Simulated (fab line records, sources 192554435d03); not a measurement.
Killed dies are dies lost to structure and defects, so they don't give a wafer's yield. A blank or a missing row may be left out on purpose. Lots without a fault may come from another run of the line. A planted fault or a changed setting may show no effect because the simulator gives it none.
fab line records | flow n5_finfet
record lots=24 wafers=72 last_day=17
route steps=1938 shown BEOL_M11@1571 BEOL_M12@1637 BEOL_M13@1671
lots that met no fault: from a run of the same line without faults
start_h: hours from the record's first day to the start of the lot's first wafer shown | wait_h: hours since the lot's step before | " the same as in the row above | L1.1+2: a row that stands for several wafers | - no value, or no start given | * or withheld: withheld | < > ~ a bound
route shown NAME@n: a module of which the file shows steps, and the number in the route of the first | usual: mean/standard deviation of fault-free wafers | same: alike in all rows | chamber/n: place in a boat | sites: the reading at each site | _std_site: their standard deviation | _edge_site: outer sites' mean less inner sites' | radius_mm: how far each site lies from the wafer's centre | mask NAME#n: copy n | behind: the tool/chamber that last shaped the wafer | hold: why the lot was held/for how many hours/how that ended | device: the transistor (n, p or np) that didn't switch | end of line: the same wafers' tests at the end of the route | a step without rows: its recipe alone | killed: dies lost to structure and defects at the first sort, not the wafer's yield | map: a wafer's dies, x killed, . not, _ none there
set.NAME: the setting as run; set.NAME@STEP: as run at that earlier step | model.NAME: the simulator's own value behind a step, which no gauge read
steps of the route over a sample of lots; a table a step, a row a wafer
services: from which hour (start_h, from the record's first day; less than 0 if before it) a tool's chamber was out of use, for how many hours, and why
## steps
# step N5_BEOL_M11_DESCUM_33
# recipe chemistry=O2 time_s=7.9 source_power_w=50 bias_power_w=20 pressure_mtorr=20 rf_frequency_hz=2.712e+07 temp_c=40 resist=CAR-ArF o2_flow_sccm=225
# usual drypump_motor_current_A=5.4/0.46 oes_product_au=0.83/0.089 rf_vpp_V=243.7/1.4 showerhead_plenum_p_Torr=2.13/0.071 throttle_valve_pct=20.41/0.28
# columns lot.wafer tool chamber start_h wait_h drypump_motor_current_A oes_product_au rf_hours_counter_h rf_vpp_V showerhead_plenum_p_Torr throttle_valve_pct
L076.2 rie_diel-06 3 240.31 0.0 4.8 0.69 233 242.9 2.16 20.54
L076.5 " 0 " " 4.8 0.73 - 240.6 1.98 20.66
L076.6 " 1 " " 5.8 0.88 - 242.8 2.07 20.47
L074.2 rie_diel-04 1 240.72 0.3 5.3 0.74 175 242.7 2.10 20.49
L074.4 " 2 " " 5.2 0.83 - 244.0 2.14 20.18
L074.5 " 1 " " 5.4 0.73 - 243.2 2.10 20.50
L075.3 rie_diel-02 2 244.18 0.0 5.5 0.68 236 243.2 2.16 20.74
L075.5 " 2 " " 5.5 0.68 - 244.5 2.16 20.75
L075.6 " 3 " " 5.9 0.95 - 242.9 2.14 20.38
L077.2 rie_diel-06 0 261.51 0.0 4.8 0.72 222 240.0 1.98 20.68
L077.4 " 2 " " 4.7 0.90 19 245.1 2.20 20.26
L077.6 " 3 " " 4.8 0.68 - 244.7 2.16 20.54
L078.3 rie_diel-04 0 269.84 0.0 5.6 0.89 49 244.0 2.12 20.09
L078.4 " 2 " " 5.2 0.83 64 242.9 2.13 20.18
L078.6 " 3 " " 5.8 0.71 - 244.2 2.18 21.17
L079.2 rie_diel-02 3 269.89 0.0 5.9 0.93 24 242.7 2.14 20.40
L079.3 " 2 " " 5.5 0.68 245 245.0 2.16 20.75
L079.4 " 0 " " 5.8 0.89 45 243.7 2.22 20.24
L080.2 rie_diel-02 0 270.35 0.5 5.9 0.88 46 243.9 2.22 20.25
L080.4 " 1 " " 6.0 0.94 5 245.0 2.25 20.01
L080.6 " 1 " " 6.0 0.94 - 245.5 2.25 20.01
L081.1 rie_diel-04 0 281.83 0.0 5.6 0.89 52 243.6 2.12 20.09
L081.4 " 1 " " 5.3 0.73 188 243.2 2.09 20.52
L081.6 " 3 " " 5.9 0.71 - 243.0 2.17 21.17
L083.3 rie_diel-06 0 293.74 0.0 4.8 0.72 231 240.5 1.98 20.70
L083.4 " 1 " " 5.8 0.85 53 242.1 2.06 20.50
L083.5 " 1 " " 5.8 0.85 - 242.0 2.06 20.48
L084.2 rie_diel-04 2 297.72 0.0 5.2 0.82 72 243.5 2.13 20.21
L084.4 " 3 " " 5.8 0.71 241 243.5 2.17 21.19
L084.6 " 2 " " 5.2 0.82 - 244.1 2.13 20.22
L082.2 rie_diel-02 0 299.64 0.3 5.8 0.87 56 245.3 2.21 20.26
L082.5 " 1 " " 6.0 0.90 - 244.6 2.25 20.03
L082.6 " 2 " " 5.5 1.00 - 242.7 2.16 20.40
L085.1 rie_diel-06 2 302.27 0.1 4.6 0.87 32 246.4 2.20 20.30
L085.2 " 1 " " 5.7 0.84 57 242.1 2.06 20.51
L085.6 " 1 " " 5.8 0.84 - 244.1 2.06 20.52
L086.2 rie_diel-04 0 306.43 0.1 5.6 0.88 60 244.1 2.11 20.10
L086.3 " 2 " " 5.2 0.81 75 243.9 2.13 20.20
L086.6 " 3 " " 5.8 0.71 - 243.5 2.17 21.18
L087.1 rie_diel-02 0 308.67 0.0 5.9 0.86 60 244.2 2.21 20.26
L087.5 " 3 " " 5.9 0.88 - 245.2 2.14 20.41
L087.6 " 0 " " 5.9 0.87 - 244.9 2.21 20.26
L089.2 rie_diel-06 1 316.70 0.4 5.8 0.83 63 242.6 2.06 20.49
L089.4 " 3 " " 4.8 0.99 1 244.4 2.15 20.08
L089.5 " 0 " " 4.8 0.70 - 243.0 1.97 20.70
L088.1 rie_diel-04 1 328.67 0.0 5.3 0.71 203 241.7 2.09 20.54
L088.2 " 2 " " 5.3 0.81 84 245.0 2.13 20.22
L088.3 " 0 " " 5.6 0.87 68 243.8 2.11 20.13
L092.2 rie_diel-06 3 331.63 0.2 4.8 0.97 6 244.5 2.15 20.07
L092.3 " 0 " " 4.8 0.71 246 241.4 1.97 20.71
L092.4 " 1 " " 5.8 0.84 67 241.4 2.06 20.52
L091.2 rie_diel-04 1 331.81 0.2 5.4 0.70 205 242.5 2.09 20.55
L091.3 " 0 " " 5.6 0.85 70 243.6 2.11 20.13
L091.6 " 1 " " 5.3 0.70 - 243.8 2.09 20.56
L090.2 rie_diel-04 2 333.42 0.0 5.2 0.80 86 243.0 2.13 20.23
L090.3 " 1 " " 5.3 0.71 206 241.9 2.09 20.56
L090.6 " 1 " " 5.3 0.71 - 241.8 2.09 20.56
L093.1 rie_diel-06 0 337.75 0.0 4.8 0.71 248 242.9 1.97 20.74
L093.2 " 1 " " 5.8 0.83 69 239.9 2.06 20.54
L093.5 " 2 " " 4.6 0.86 - 244.6 2.19 20.30
L094.1 rie_diel-02 1 353.83 0.1 6.0 0.87 34 244.2 2.24 20.05
L094.5 " 0 " " 5.8 0.86 - 245.7 2.21 20.28
L094.6 " 1 " " 6.0 0.87 - 245.8 2.24 20.05
L095.1 rie_diel-06 2 356.38 0.0 4.7 0.85 52 244.7 2.19 20.31
L095.3 " 3 " " 4.8 0.94 14 243.4 2.15 20.10
L095.4 " 1 " " 5.8 0.81 - 242.6 2.05 20.53
L096.1 rie_diel-06 2 362.82 0.0 4.6 0.85 54 245.6 2.19 20.32
L096.3 " 1 " " 5.8 0.82 - 240.8 2.05 20.55
L096.4 " 2 " " 4.6 0.85 - 244.5 2.19 20.31
L097.2 rie_diel-06 0 372.59 0.0 4.8 1.00 0 246.5 2.23 20.32
L097.4 " 1 " " 5.8 0.81 83 241.5 2.05 20.54
L097.5 " 0 " " 4.8 1.00 - 244.9 2.23 20.31
# step N5_BEOL_M11_CURE_72
# recipe temp_c=370 time_s=120 ambient=DMADMS/He material=SiCOH_lowk
# usual lamp_power_pct=52.32/0.053 wafer_temp_C_max=371.7/0.72
# columns lot.wafer tool chamber start_h wait_h lamp_power_pct wafer_temp_C_max
L076.2 uv_cure-03 0 241.29 0.3 52.21 371.5
L076.5 " 0 " " 52.40 372.6
L076.6 " 0 " " 52.34 371.9
L074.2 uv_cure-03 2 241.59 0.2 52.29 371.0
L074.4 " 2 " " 52.38 370.7
L074.5 " 2 " " 52.37 370.9
L075.3 uv_cure-03 0 244.96 0.1 52.43 372.5
L075.5 " 0 " " 52.32 371.7
L075.6 " 0 " " 52.38 371.7
L077.2 uv_cure-01 0 262.24 0.1 52.43 371.2
L077.4 " 0 " " 52.28 371.3
L077.6 " 0 " " 52.25 371.5
L079.2 uv_cure-02 1 270.62 0.1 52.31 372.0
L079.3 " 1 " " 52.33 372.5
L079.4 " 1 " " 52.25 372.0
L078.3 uv_cure-01 2 270.63 0.1 52.38 373.0
L078.4 " 2 " " 52.34 372.7
L078.6 " 2 " " 52.28 373.6
L080.2 uv_cure-01 1 271.09 0.1 52.37 372.4
L080.4 " 1 " " 52.33 372.2
L080.6 " 1 " " 52.41 371.8
L081.1 uv_cure-03 2 282.52 0.0 52.25 370.8
L081.4 " 2 " " 52.25 370.7
L081.6 " 2 " " 52.31 371.1
L083.3 uv_cure-03 2 294.69 0.3 52.28 371.4
L083.4 " 2 " " 52.25 371.1
L083.5 " 2 " " 52.30 370.8
L084.2 uv_cure-02 0 298.46 0.1 52.35 370.9
L084.4 " 0 " " 52.25 370.7
L084.6 " 0 " " 52.36 371.1
L082.2 uv_cure-02 2 300.37 0.1 52.25 371.3
L082.5 " 2 " " 52.26 370.8
L082.6 " 2 " " 52.20 371.0
L085.1 uv_cure-03 2 302.96 0.0 52.31 371.1
L085.2 " 2 " " 52.23 371.2
L085.6 " 2 " " 52.35 371.0
L086.2 uv_cure-03 1 307.17 0.1 52.36 373.3
L086.3 " 1 " " 52.32 372.3
L086.6 " 1 " " 52.25 373.5
L087.1 uv_cure-02 0 309.36 0.0 52.26 371.2
L087.5 " 0 " " 52.24 371.0
L087.6 " 0 " " 52.24 371.5
L089.2 uv_cure-01 2 317.44 0.1 52.30 372.0
L089.4 " 2 " " 52.33 371.4
L089.5 " 2 " " 52.25 371.9
L088.1 uv_cure-01 0 329.36 0.0 52.31 371.3
L088.2 " 0 " " 52.32 371.2
L088.3 " 0 " " 52.25 371.0
L092.2 uv_cure-02 1 332.37 0.1 52.25 372.1
L092.3 " 1 " " 52.22 371.9
L092.4 " 1 " " 52.41 371.9
L091.2 uv_cure-01 2 332.56 0.1 52.29 373.0
L091.3 " 2 " " 52.35 372.9
L091.6 " 2 " " 52.35 372.2
L090.2 uv_cure-02 2 334.15 0.1 52.33 371.2
L090.3 " 2 " " 52.30 371.4
L090.6 " 2 " " 52.30 371.0
L093.1 uv_cure-02 1 338.44 0.0 52.28 372.6
L093.2 " 1 " " 52.32 371.8
L093.5 " 1 " " 52.36 372.7
L094.1 uv_cure-01 1 354.52 0.0 52.48 372.1
L094.5 " 1 " " 52.34 371.9
L094.6 " 1 " " 52.40 371.7
L095.1 uv_cure-03 0 357.06 0.0 52.37 371.9
L095.3 " 0 " " 52.38 371.9
L095.4 " 0 " " 52.27 372.2
L096.1 uv_cure-02 0 363.74 0.0 52.32 370.9
L096.3 " 0 " " 52.29 370.9
L096.4 " 0 " " 52.31 371.1
L097.2 uv_cure-01 1 373.33 0.1 52.33 372.6
L097.4 " 1 " " 52.31 371.4
L097.5 " 1 " " 52.36 372.5
# step N5_BEOL_M12_ETCH_68
# recipe chemistry=N2/H2 target=SOC mask_material=SiARC source_w=3000 bias_w=350 temp_c=40 time_s=285 ion_energy_ev=200 pressure_mtorr=30 n2_flow_sccm=200 h2_flow_sccm=200
# usual drypump_motor_current_A=5.7/0.34 oes_product_au=0.80/0.093 rf_vpp_V=523.8/2.3 showerhead_plenum_p_Torr=2.55/0.071 throttle_valve_pct=17.77/0.25
# columns lot.wafer tool chamber start_h wait_h drypump_motor_current_A oes_product_au rf_hours_counter_h rf_vpp_V showerhead_plenum_p_Torr throttle_valve_pct
L076.2 rie_diel-01 2 245.71 0.1 5.7 0.92 11 522.5 2.50 17.84
L076.5 " 2 " " 5.7 0.93 - 521.6 2.50 17.84
L076.6 " 1 " " 5.8 0.69 - 522.9 2.51 17.45
L074.2 rie_diel-03 2 246.00 0.1 5.0 0.72 203 522.7 2.54 17.75
L074.4 " 1 " " 5.7 0.82 86 525.0 2.57 17.69
L074.5 " 0 " " 5.9 0.72 - 524.9 2.63 17.64
L075.3 rie_diel-01 0 248.82 0.1 5.9 0.87 38 520.1 2.50 17.73
L075.5 " 0 " " 5.9 0.88 - 521.5 2.50 17.76
L075.6 " 3 " " 5.6 0.67 - 521.7 2.50 18.11
L077.2 rie_diel-05 2 266.24 0.1 5.2 0.68 244 525.7 2.63 18.32
L077.4 " 0 " " 5.4 0.73 217 527.9 2.62 18.28
L077.6 " 2 " " 5.2 0.69 - 526.4 2.63 18.34
L078.3 rie_diel-03 2 274.75 0.1 5.0 0.71 213 522.4 2.53 17.75
L078.4 " 1 " " 5.7 0.80 96 523.7 2.57 17.71
L078.6 " 1 " " 5.7 0.81 - 523.9 2.57 17.73
L079.2 rie_diel-05 0 274.97 0.1 5.4 0.73 220 526.0 2.62 18.27
L079.3 " 1 " " 5.6 0.71 225 524.2 2.59 17.71
L079.4 " 3 " " 6.5 0.93 23 529.4 2.69 17.50
L080.2 rie_diel-01 0 275.77 0.1 5.9 0.87 48 522.0 2.50 17.79
L080.4 " 2 " " 5.7 0.90 - 522.6 2.49 17.86
L080.6 " 0 " " 5.9 0.86 - 522.4 2.50 17.76
L081.1 rie_diel-01 2 287.63 0.1 5.7 0.89 27 522.2 2.49 17.88
L081.4 " 1 " " 5.8 0.67 - 522.5 2.50 17.51
L081.6 " 0 " " 5.9 0.86 - 522.6 2.49 17.79
L083.3 rie_diel-05 3 298.42 0.1 6.5 0.91 33 527.9 2.68 17.48
L083.4 " 1 " " 5.6 0.71 - 525.9 2.58 17.71
L083.5 " 0 " " 5.4 0.71 - 525.7 2.62 18.30
L084.2 rie_diel-01 1 302.58 0.1 5.7 0.67 251 522.6 2.50 17.50
L084.4 " 2 " " 5.7 0.86 35 521.7 2.49 17.88
L084.6 " 3 " " 5.6 1.00 - 521.5 2.50 17.72
L082.2 rie_diel-03 2 303.90 0.1 5.0 0.70 224 523.1 2.53 17.78
L082.5 " 0 " " 5.9 0.71 - 525.2 2.62 17.65
L082.6 " 1 " " 5.7 0.80 - 524.8 2.56 17.74
L085.1 rie_diel-03 1 307.54 0.1 5.7 0.80 108 526.4 2.56 17.74
L085.2 " 0 " " 5.9 0.71 226 527.0 2.62 17.69
L085.6 " 0 " " 5.9 0.71 - 526.6 2.62 17.67
L086.2 rie_diel-01 3 312.82 0.1 5.6 0.96 5 522.2 2.50 17.76
L086.3 " 0 " " 5.9 0.83 66 521.2 2.49 17.80
L086.6 " 3 " " 5.5 0.96 - 522.0 2.50 17.75
L087.1 rie_diel-05 0 314.43 0.1 5.4 0.71 238 525.8 2.61 18.30
L087.5 " 0 " " 5.4 0.71 - 524.4 2.61 18.31
L087.6 " 1 " " 5.6 0.71 - 525.7 2.58 17.73
L089.2 rie_diel-03 2 322.05 0.1 5.0 0.71 230 522.9 2.53 17.79
L089.4 " 0 " " 5.9 0.72 232 525.4 2.61 17.68
L089.5 " 0 " " 5.9 0.71 - 524.9 2.61 17.67
L088.1 rie_diel-01 3 333.88 0.1 5.5 0.92 14 522.8 2.49 17.75
L088.2 " 0 " " 5.9 0.82 75 521.7 2.49 17.82
L088.3 " 2 " " 5.7 0.84 49 522.3 2.48 17.91
L092.2 rie_diel-05 3 337.85 0.1 6.5 0.88 51 528.4 2.68 17.51
L092.3 " 0 " " 5.4 0.71 248 525.5 2.61 18.33
L092.4 " 0 " " 5.4 0.70 - 527.0 2.61 18.32
L091.2 rie_diel-03 3 338.28 0.1 5.7 0.75 173 519.9 2.44 17.55
L091.3 " 2 " " 5.0 0.69 236 524.1 2.52 17.78
L091.6 " 3 " " 5.7 0.75 - 521.4 2.44 17.56
L090.2 rie_diel-05 3 338.74 0.1 6.5 0.88 51 525.3 2.68 17.52
L090.3 " 0 " " 5.4 0.70 249 526.0 2.61 18.32
L090.6 " 2 " " 5.2 0.94 - 525.2 2.62 18.00
L093.1 rie_diel-01 0 343.12 0.1 5.9 0.82 79 520.8 2.48 17.83
L093.2 " 3 " " 5.5 0.92 19 520.6 2.49 17.75
L093.5 " 0 " " 5.9 0.82 - 521.4 2.48 17.83
L094.1 rie_diel-03 3 359.91 0.1 5.7 0.75 181 520.0 2.44 17.56
L094.5 " 3 " " 5.7 0.74 - 521.5 2.44 17.57
L094.6 " 0 " " 5.9 0.70 - 525.6 2.61 17.71
L095.1 rie_diel-05 2 363.35 0.1 5.2 0.90 25 525.0 2.61 18.01
L095.3 " 3 " " 6.5 0.86 - 527.8 2.67 17.53
L095.4 " 2 " " 5.2 0.91 - 526.8 2.61 18.01
L096.1 rie_diel-01 1 368.02 0.1 5.8 0.94 6 523.5 2.49 17.12
L096.3 " 3 " " 5.5 0.90 30 523.3 2.49 17.78
L096.4 " 0 " " 5.9 0.81 91 520.6 2.48 17.85
L097.2 rie_diel-01 3 377.52 0.1 5.6 0.88 34 522.9 2.49 17.79
L097.4 " 2 " " 5.8 0.81 69 521.6 2.47 17.95
L097.5 " 1 " " 5.8 0.93 - 522.6 2.49 17.15
# step N5_BEOL_M12_INSPECT_55
# recipe inspect_instrument=darkfield mode=post_dep
# usual raw_defect_count=72/23
# columns lot.wafer tool chamber start_h wait_h raw_defect_count
L076.2 defect_inspect-02 - 252.19 0.0 69
L076.5 " - " " 35
L076.6 " - " " 46
L074.2 defect_inspect-01 - 254.81 0.0 141
L074.4 " - " " 46
L074.5 " - " " 91
L075.3 defect_inspect-01 - 255.98 0.0 84
L075.5 " - " " 126
L075.6 " - " " 74
L077.2 defect_inspect-02 - 269.77 0.0 69
L077.4 " - " " 75
L077.6 " - " " 149
L078.3 defect_inspect-02 - 278.17 0.0 73
L078.4 " - " " 52
L078.6 " - " " 54
L079.2 defect_inspect-02 - 278.40 0.0 105
L079.3 " - " " 74
L079.4 " - " " 91
L080.2 defect_inspect-01 - 279.48 0.0 70
L080.4 " - " " 78
L080.6 " - " " 58
L081.1 defect_inspect-01 - 293.04 0.0 56
L081.4 " - " " 64
L081.6 " - " " 60
L083.3 defect_inspect-01 - 300.59 0.0 62
L083.4 " - " " 85
L083.5 " - " " 75
L084.2 defect_inspect-01 - 305.69 0.0 73
L084.4 " - " " 105
L084.6 " - " " 94
L082.2 defect_inspect-01 - 306.55 0.0 65
L082.5 " - " " 32
L082.6 " - " " 40
L085.1 defect_inspect-01 - 311.48 0.0 54
L085.2 " - " " 58
L085.6 " - " " 70
L086.2 defect_inspect-01 - 315.00 0.0 77
L086.3 " - " " 73
L086.6 " - " " 62
L087.1 defect_inspect-02 - 320.47 0.0 53
L087.5 " - " " 60
L087.6 " - " " 49
L089.2 defect_inspect-01 - 324.19 0.0 102
L089.4 " - " " 158
L089.5 " - " " 84
L088.1 defect_inspect-02 - 336.03 0.0 73
L088.2 " - " " 85
L088.3 " - " " 87
L092.2 defect_inspect-01 - 340.35 0.0 45
L092.3 " - " " 107
L092.4 " - " " 74
L091.2 defect_inspect-01 - 341.03 0.0 66
L091.3 " - " " 125
L091.6 " - " " 92
L090.2 defect_inspect-01 - 341.30 0.0 87
L090.3 " - " " 71
L090.6 " - " " 91
L093.1 defect_inspect-02 - 347.56 0.0 42
L093.2 " - " " 51
L093.5 " - " " 37
L094.1 defect_inspect-01 - 363.86 0.0 61
L094.5 " - " " 66
L094.6 " - " " 110
L095.1 defect_inspect-02 - 366.41 0.0 60
L095.3 " - " " 70
L095.4 " - " " 86
L096.1 defect_inspect-02 - 376.01 0.0 66
L096.3 " - " " 39
L096.4 " - " " 42
L097.2 defect_inspect-02 - 379.77 0.0 73
L097.4 " - " " 39
L097.5 " - " " 61
# step N5_BEOL_M13_INSPECT_12
# recipe mode=adi inspect_instrument=macro
# usual raw_defect_count=2.2/1.5
# columns lot.wafer tool chamber start_h wait_h raw_defect_count
L076.2 defect_inspect-02 - 252.86 0.0 0
L076.5 " - " " 1
L076.6 " - " " 1
L074.2 defect_inspect-02 - 255.48 0.0 1
L074.4 " - " " 1
L074.5 " - " " 5
L075.3 defect_inspect-01 - 256.65 0.0 1
L075.5 " - " " 2
L075.6 " - " " 2
L077.2 defect_inspect-01 - 270.31 0.0 1
L077.4 " - " " 2
L077.6 " - " " 1
L078.3 defect_inspect-01 - 278.84 0.0 2
L078.4 " - " " 2
L078.6 " - " " 4
L079.2 defect_inspect-01 - 279.07 0.0 3
L079.3 " - " " 2
L079.4 " - " " 4
L080.2 defect_inspect-01 - 280.15 0.0 3
L080.4 " - " " 0
L080.6 " - " " 3
L081.1 defect_inspect-02 - 293.71 0.0 0
L081.4 " - " " 2
L081.6 " - " " 4
L083.3 defect_inspect-02 - 301.14 0.0 2
L083.4 " - " " 1
L083.5 " - " " 3
L084.2 defect_inspect-01 - 306.42 0.0 5
L084.4 " - " " 1
L084.6 " - " " 0
L082.2 defect_inspect-02 - 307.10 0.0 4
L082.5 " - " " 6
L082.6 " - " " 5
L085.1 defect_inspect-01 - 312.16 0.0 6
L085.2 " - " " 1
L085.6 " - " " 4
L086.2 defect_inspect-01 - 315.67 0.0 2
L086.3 " - " " 1
L086.6 " - " " 7
L087.1 defect_inspect-02 - 321.14 0.0 4
L087.5 " - " " 3
L087.6 " - " " 2
L089.2 defect_inspect-01 - 324.93 0.0 2
L089.4 " - " " 3
L089.5 " - " " 0
L088.1 defect_inspect-01 - 336.70 0.0 1
L088.2 " - " " 1
L088.3 " - " " 5
L092.2 defect_inspect-02 - 341.04 0.0 1
L092.3 " - " " 3
L092.4 " - " " 0
L091.2 defect_inspect-02 - 341.61 0.0 3
L091.3 " - " " 4
L091.6 " - " " 3
L090.2 defect_inspect-02 - 341.97 0.0 1
L090.3 " - " " 1
L090.6 " - " " 2
L093.1 defect_inspect-02 - 348.23 0.0 0
L093.2 " - " " 2
L093.5 " - " " 4
L094.1 defect_inspect-01 - 364.40 0.0 1
L094.5 " - " " 2
L094.6 " - " " 2
L095.1 defect_inspect-02 - 366.95 0.0 1
L095.3 " - " " 2
L095.4 " - " " 1
L096.1 defect_inspect-02 - 376.68 0.0 1
L096.3 " - " " 4
L096.4 " - " " 1
L097.2 defect_inspect-01 - 380.44 0.0 1
L097.4 " - " " 3
L097.5 " - " " 0
# step N5_BEOL_M13_ETCH_59
# recipe chemistry=N2/H2 target=BARC target_depth_a=890 overetch_a=267 time_s=67.9 ion_energy_ev=200 pressure_mtorr=30 source_w=840 bias_w=150 n2_flow_sccm=200 h2_flow_sccm=200
# usual drypump_motor_current_A=5.4/0.44 oes_product_au=0.71/0.073 rf_vpp_V=525.3/2.5 showerhead_plenum_p_Torr=2.59/0.085 throttle_valve_pct=17.8/0.3
# columns lot.wafer tool chamber start_h wait_h drypump_motor_current_A oes_product_au rf_hours_counter_h rf_vpp_V showerhead_plenum_p_Torr throttle_valve_pct
L076.2 rie_diel-04 2 252.92 0.0 5.2 0.71 59 524.4 2.59 17.7
L076.5 " 3 " " 5.9 0.61 - 526.0 2.60 18.3
L076.6 " 0 " " 5.6 0.76 - 525.4 2.58 17.5
L074.2 rie_diel-06 1 255.54 0.0 5.8 0.73 41 522.2 2.46 17.6
L074.4 " 2 " " 4.7 0.76 17 527.8 2.71 17.9
L074.5 " 1 " " 5.8 0.73 - 522.4 2.46 17.5
L075.3 rie_diel-02 0 256.71 0.0 5.8 0.75 41 528.4 2.69 17.7
L075.5 " 2 " " 5.5 0.59 - 525.8 2.62 18.2
L075.6 " 0 " " 5.8 0.74 - 527.7 2.69 17.7
L077.2 rie_diel-04 3 270.82 0.0 5.8 0.61 234 525.3 2.59 18.3
L077.4 " 2 " " 5.2 0.71 64 525.6 2.58 17.7
L077.6 " 0 " " 5.6 0.75 - 526.4 2.58 17.5
L078.3 rie_diel-02 2 278.91 0.0 5.5 0.59 248 525.0 2.62 18.2
L078.4 " 1 " " 6.0 0.80 7 528.3 2.68 17.0
L078.6 " 3 " " 6.0 0.78 - 525.4 2.60 18.0
L079.2 rie_diel-06 2 279.14 0.0 4.6 0.75 24 528.7 2.71 17.9
L079.3 " 3 " " 4.8 0.59 244 524.9 2.62 18.1
L079.4 " 0 " " 4.8 0.61 227 521.2 2.41 18.1
L080.2 rie_diel-02 1 280.22 0.0 6.0 0.80 8 529.3 2.68 17.1
L080.4 " 2 " " 5.5 0.59 249 527.2 2.62 18.2
L080.6 " 1 " " 6.0 0.80 - 528.5 2.68 17.1
L081.1 rie_diel-04 2 293.78 0.0 5.2 0.70 70 525.0 2.58 17.7
L081.4 " 3 " " 5.9 0.60 239 525.1 2.59 18.3
L081.6 " 0 " " 5.6 0.74 - 525.0 2.58 17.5
L083.3 rie_diel-04 3 301.21 0.0 5.9 0.60 243 526.6 2.59 18.3
L083.4 " 0 " " 5.6 0.74 58 524.5 2.58 17.5
L083.5 " 2 " " 5.2 0.70 - 525.4 2.58 17.7
L084.2 rie_diel-06 1 306.83 0.0 5.8 0.71 59 522.5 2.46 17.6
L084.4 " 0 " " 4.8 0.61 - 521.1 2.40 18.1
L084.6 " 2 " " 4.6 0.73 - 529.1 2.70 18.0
L082.2 rie_diel-02 0 307.17 0.0 5.8 0.73 59 528.3 2.69 17.7
L082.5 " 3 " " 5.9 0.76 - 525.4 2.60 18.0
L082.6 " 0 " " 5.9 0.72 - 528.2 2.69 17.7
L085.1 rie_diel-04 1 312.22 0.0 5.4 0.62 196 525.1 2.54 18.1
L085.2 " 3 " " 5.8 0.60 247 526.3 2.59 18.3
L085.6 " 0 " " 5.6 0.74 - 525.7 2.58 17.5
L086.2 rie_diel-04 2 315.74 0.0 5.2 0.69 78 524.9 2.58 17.7
L086.3 " 3 " " 5.8 0.60 248 525.7 2.59 18.3
L086.6 " 1 " " 5.4 0.62 - 523.5 2.54 18.1
L087.1 rie_diel-06 1 321.21 0.0 5.8 0.71 64 521.4 2.45 17.6
L087.5 " 3 " " 4.8 0.84 - 525.2 2.62 17.6
L087.6 " 2 " " 4.6 0.74 - 528.1 2.70 18.0
L089.2 rie_diel-06 0 325.40 0.0 4.8 0.60 244 520.4 2.40 18.1
L089.4 " 1 " " 5.8 0.70 65 521.5 2.45 17.6
L089.5 " 2 " " 4.7 0.73 - 528.3 2.70 18.0
L088.1 rie_diel-06 1 336.77 0.0 5.8 0.70 69 522.5 2.45 17.6
L088.2 " 0 " " 4.8 0.60 247 519.6 2.40 18.1
L088.3 " 3 " " 4.8 0.82 8 524.9 2.62 17.6
L092.2 rie_diel-04 1 341.11 0.0 5.4 0.61 209 523.8 2.53 18.1
L092.3 " 2 " " 5.2 0.68 89 525.6 2.57 17.8
L092.4 " 3 " " 5.9 0.82 2 525.7 2.59 17.8
L091.2 rie_diel-02 2 341.67 0.0 5.5 0.80 15 524.8 2.61 17.8
L091.3 " 3 " " 5.9 0.75 49 526.3 2.60 18.0
L091.6 " 0 " " 5.9 0.71 - 527.1 2.68 17.7
L090.2 rie_diel-04 0 342.04 0.0 5.6 0.72 74 524.2 2.57 17.5
L090.3 " 1 " " 5.4 0.61 210 523.5 2.53 18.1
L090.6 " 0 " " 5.6 0.72 - 524.1 2.57 17.5
L093.1 rie_diel-02 2 348.30 0.0 5.5 0.78 18 527.0 2.61 17.8
L093.2 " 3 " " 5.9 0.75 50 525.8 2.59 18.0
L093.5 " 0 " " 5.8 0.72 - 527.5 2.68 17.7
L094.1 rie_diel-02 2 364.62 0.0 5.5 0.78 24 526.5 2.61 17.8
L094.5 " 2 " " 5.5 0.78 - 524.7 2.61 17.8
L094.6 " 3 " " 5.9 0.74 - 523.7 2.59 18.0
L095.1 rie_diel-04 0 367.02 0.0 5.5 0.71 82 523.5 2.57 17.6
L095.3 " 1 " " 5.4 0.60 216 522.3 2.53 18.1
L095.4 " 2 " " 5.2 0.67 97 525.0 2.57 17.8
L096.1 rie_diel-06 0 376.75 0.0 4.8 0.83 1 528.2 2.71 17.7
L096.3 " 2 " " 4.7 0.71 59 527.2 2.69 18.0
L096.4 " 3 " " 4.8 0.79 18 525.5 2.61 17.6
L097.2 rie_diel-06 0 380.51 0.0 4.8 0.83 2 529.2 2.71 17.7
L097.4 " 1 " " 5.8 0.68 - 522.6 2.45 17.6
L097.5 " 2 " " 4.7 0.71 - 528.8 2.69 18.0
## services
# columns tool chamber start_h hours kind
rie_diel-06 1 224.30 2.0 repair
uv_cure-01 - 226.08 0.4 repair
rie_diel-04 0 239.88 1.8 repair
rie_diel-01 0 243.88 4.7 repair
rie_diel-01 - 251.62 1.0 repair
rie_diel-02 1 252.83 7.7 repair
uv_cure-01 - 282.71 22.2 repair
rie_diel-06 2 287.31 3.1 repair
rie_diel-03 - 296.94 2.7 repair
rie_diel-06 3 298.34 - clean
rie_diel-06 3 298.34 - consumable_replace:focus_ring
rie_diel-03 - 300.72 0.3 repair
rie_diel-01 1 309.69 18.4 repair
rie_diel-05 1 326.19 19.6 repair
rie_diel-06 3 340.10 5.4 repair
uv_cure-03 - 345.45 1.0 pm
rie_diel-06 0 345.68 - clean
rie_diel-06 0 345.68 - consumable_replace:esc
rie_diel-02 3 348.83 14.2 repair
uv_cure-02 - 349.77 2.8 pm
rie_diel-06 3 361.08 4.9 repair
rie_diel-05 1 362.00 2.8 repair
uv_cure-03 - 365.77 6.0 pm
rie_diel-06 3 377.92 12.4 repair
## key
fault none
